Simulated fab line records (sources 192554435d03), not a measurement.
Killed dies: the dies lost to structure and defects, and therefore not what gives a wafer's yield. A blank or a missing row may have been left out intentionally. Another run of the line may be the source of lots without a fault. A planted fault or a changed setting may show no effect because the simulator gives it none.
The tool behind it: which one?    flow n5Finfet    32 wafers from 12 lots sampled at 5 of the route's 1938 steps

## WHAT THE GAUGES READ, wafer by wafer
N5_DUMMY_REMOVAL_INSPECT_06: inspects for defects (brightfield). Usual: rawDefectCount at 12, with a standard deviation of 6.7.
lot   measured     on                rawDefectCount  flag
L996  day 4 04:41  defectInspect-01  16 8 15         
L997  day 4 09:34  defectInspect-02  6 14 10         
L998  day 4 16:01  defectInspect-01  7 10 19         
L999  day 4 22:49  defectInspect-02  7 6 8           
L102  day 5 16:50  defectInspect-02  25 15 22        
L104  day 6 07:31  defectInspect-02  5 14            
L106  day 6 21:14  defectInspect-02  14 11 10        
L108  day 7 07:37  defectInspect-02  10 14           
L110  day 7 16:56  defectInspect-01  25 7            
L113  day 8 11:59  defectInspect-01  10 6            
L116  day 9 04:15  defectInspect-02  3 15 12         
L117  day 9 12:53  defectInspect-02  15 12 16        

N5_HKMG_FIN_CD_MEAS_49: the cd target is 202 nm. Usual: cdNm at 201.9 nm, with a standard deviation of 0.67.
lot   measured     on        cdNm (nm)          flag
L996  day 4 05:59  cdSem-01  202.3 202.0 203.2  
L997  day 4 10:46  cdSem-02  202.3 202.8 203.2  
L998  day 4 17:45  cdSem-01  201.7 201.7 202.0  
L999  day 4 23:59  cdSem-02  201.1 201.0 200.9  
L102  day 5 18:22  cdSem-02  202.4 202.9 202.3  
L104  day 6 08:53  cdSem-03  201.4 201.8        
L106  day 6 22:46  cdSem-02  201.9 200.1 200.3  
L108  day 7 08:56  cdSem-01  201.5 202.0        
L110  day 7 18:17  cdSem-01  202.1 201.6        
L113  day 8 13:10  cdSem-03  202.6 202.0        
L116  day 9 05:26  cdSem-03  201.4 201.1 201.2  
L117  day 9 14:07  cdSem-02  202.2 202.7 201.7  

N5_HKMG_FIN_OVL_MEAS_50. Usual: NDIPOLE_OVL typically reads 0.1 nm, with standard deviation 0.8.
lot   measured     on          NDIPOLE_OVL (nm)  flag
L996  day 4 06:01  overlay-02  1.1 1.5 0.7       
L997  day 4 10:47  overlay-02  0.4 0.4 0.3       
L998  day 4 17:47  overlay-01  -0.4 -2.0 -1.5    
L999  day 5 00:01  overlay-01  -0.4 -0.6 -0.7    
L102  day 5 18:23  overlay-02  0.4 0.2 0.7       
L104  day 6 08:55  overlay-02  0.8 0.1           
L106  day 6 22:48  overlay-01  0.8 1.0 0.8       
L108  day 7 08:57  overlay-01  0.1 -1.0          
L110  day 7 18:19  overlay-01  0.6 0.8           
L113  day 8 13:12  overlay-02  0.6 0.6           
L116  day 9 05:28  overlay-01  -1.3 -0.3 -0.8    
L117  day 9 14:09  overlay-02  -1.1 -1.0 -0.2    

N5_BEOL_M4_RC_MEAS_101. Usual: DIBL_N 36.1 mV/V, standard deviation 1.6; DIBL_P 35.8 mV/V, standard deviation 2.1; IOFF_N 0.16 nA/um, standard deviation 0.031; IOFF_P 0.21 nA/um, standard deviation 0.034; ION_N 673 uA/um, standard deviation 12; ION_P 461 uA/um, standard deviation 7.2; SS_N 71.4 mV/dec, standard deviation 0.59; SS_P 73.3 mV/dec, standard deviation 0.63; VT_N 250 mV, standard deviation 3.1; VT_P -250 mV, standard deviation 3.3.
lot   measured      on         DIBL_N (mV/V)   DIBL_P (mV/V)   IOFF_N (nA/um)  IOFF_P (nA/um)  ION_N (uA/um)  ION_P (uA/um)  SS_N (mV/dec)   SS_P (mV/dec)   VT_N (mV)    VT_P (mV)       flag
L996  day 8 07:31   prober-01  35.3 38.5 36.4  35.4 38.8 37.1  0.15 0.21 0.16  0.19 0.24 0.23  674 687 674    457 461 465    71.6 72.6 71.7  73.0 73.6 73.4  249 245 250  -251 -249 -247  
L997  day 8 18:02   prober-02  34.3 35.6 35.1  33.2 35.8 33.9  0.11 0.13 0.12  0.15 0.19 0.16  661 663 661    454 458 460    71.0 70.2 71.0  72.4 73.4 72.8  254 251 254  -255 -254 -254  
L998  day 8 12:54   prober-02  34.4 36.0 36.2  35.0 36.9 36.9  0.13 0.16 0.16  0.17 0.21 0.20  658 686 670    451 467 457    70.6 71.6 71.4  73.4 73.6 73.9  253 250 250  -252 -251 -253  
L999  day 9 09:04   prober-02  36.3 36.1 38.2  36.9 37.0 39.6  0.17 0.17 0.23  0.21 0.21 0.27  683 677 687    459 457 465    71.6 71.6 72.3  73.3 73.4 74.0  250 249 243  -253 -253 -249  
L102  day 9 23:06   prober-01  37.1 35.8 37.0  35.6 34.7 35.9  0.18 0.14 0.17  0.23 0.21 0.24  691 671 683    465 461 471    72.0 71.1 72.0  73.1 73.3 73.2  247 250 247  -249 -247 -245  
L104  day 10 17:59  prober-02  36.4 36.4       35.5 36.1       0.14 0.15       0.18 0.21       667 668        453 454        70.6 70.6       73.6 73.7       251 251      -253 -251       
L106  day 11 06:13  prober-01  34.2 34.6 36.7  34.8 36.0 36.9  0.14 0.15 0.18  0.20 0.21 0.21  666 688 687    463 478 471    70.9 71.3 71.7  72.3 72.5 73.6  250 248 247  -249 -250 -254  
L108  day 11 16:10  prober-01  34.7 35.8       34.4 36.0       0.13 0.15       0.20 0.23       676 672        463 462        71.5 71.4       73.3 73.7       253 249      -250 -250       
L110  day 11 19:40  prober-01  35.4 32.9       35.8 33.4       0.15 0.11       0.21 0.17       672 646        465 456        71.2 70.6       73.1 72.7       249 253      -250 -252       
L113  day 12 17:09  prober-01  37.1 38.9       36.2 39.9       0.16 0.20       0.20 0.25       670 676        458 463        71.8 72.4       72.8 74.3       249 246      -250 -247       
L116  day 13 12:44  prober-01  36.8 38.2 37.3  35.8 38.7 36.1  0.18 0.21 0.17  0.22 0.29 0.23  676 685 675    465 469 462    71.4 72.2 71.9  73.6 74.5 73.7  247 244 249  -247 -246 -249  
L117  day 13 13:10  prober-02  33.8 39.8 37.5  31.7 39.0 36.7  0.11 0.26 0.18  0.18 0.31 0.27  650 699 690    464 474 471    70.8 71.7 71.7  71.4 73.9 73.3  253 241 244  -249 -241 -244  

## TOOL THAT RAN EACH LOT (tool first, then ch and the chambers of the sampled wafers, then the start)
lot   N5_HKMG_FIN_ALD_79
L996  aldMetal-01 ch 0,1,3, day 4 07:35
L997  aldMetal-04 ch 0,2,3, day 4 12:22
L998  aldMetal-04 ch 0,3, day 4 19:36
L999  aldMetal-03 ch 1,3, day 5 01:26
L102  aldMetal-01 ch 0,2,3, day 5 19:49
L104  aldMetal-01 ch 0,2, day 6 10:20
L106  aldMetal-04 ch 0,1,3, day 7 00:14
L108  aldMetal-04 ch 0,3, day 7 10:33
L110  aldMetal-04 ch 1,2, day 7 19:44
L113  aldMetal-04 ch 2, day 8 15:15
L116  aldMetal-03 ch 0,1,3, day 9 07:17
L117  aldMetal-03 ch 1,3, day 9 15:34
- N5_HKMG_FIN_ALD_79: deposits TiN, target thk 1.5 nm, pulse time 1 s, purge time 3 s.

## AS READ BY THE TOOLS THEMSELVES (means over the sampled wafers that have a number; for cases with no such wafer, the mark the record gives instead)
N5_HKMG_FIN_ALD_79. Usual: heaterPowerW 933 W, standard deviation 93; precursorPulseHeightRel 1.002, standard deviation 0.021.
lot   tool         heaterPowerW (W)  precursorPulseHeightRel  flag
L996  aldMetal-01  916               0.983                    
L997  aldMetal-04  879               1.002                    
L998  aldMetal-04  830               1.003                    
L999  aldMetal-03  954               1.010                    
L102  aldMetal-01  918               1.008                    
L104  aldMetal-01  932               1.007                    
L106  aldMetal-04  929               1.006                    
L108  aldMetal-04  866               0.999                    
L110  aldMetal-04  956               1.020                    
L113  aldMetal-04  882               1.018                    
L116  aldMetal-03  955               1.007                    
L117  aldMetal-03  1003              1.001                    

## THE ANSWER, worked out from the rows above alone
Rule: a lot is off if the mean of its wafers that have a number lies more than 3 standard deviations from the usual mean. A lot without any number at a reading at which 4 lots or more have one is off too. Any other lot the step has rows for is counted as sound. The gauges are gone through in route order, then the tools' own readings, and for those a lot's mean is taken as printed above. The first step at which some lot is off is used, and at that step the reading that is off furthest; a lot without a number counts as furthest.
None of the lots is off at any reading shown; this tells nothing.

## WHAT THE SIMULATOR PUT IN
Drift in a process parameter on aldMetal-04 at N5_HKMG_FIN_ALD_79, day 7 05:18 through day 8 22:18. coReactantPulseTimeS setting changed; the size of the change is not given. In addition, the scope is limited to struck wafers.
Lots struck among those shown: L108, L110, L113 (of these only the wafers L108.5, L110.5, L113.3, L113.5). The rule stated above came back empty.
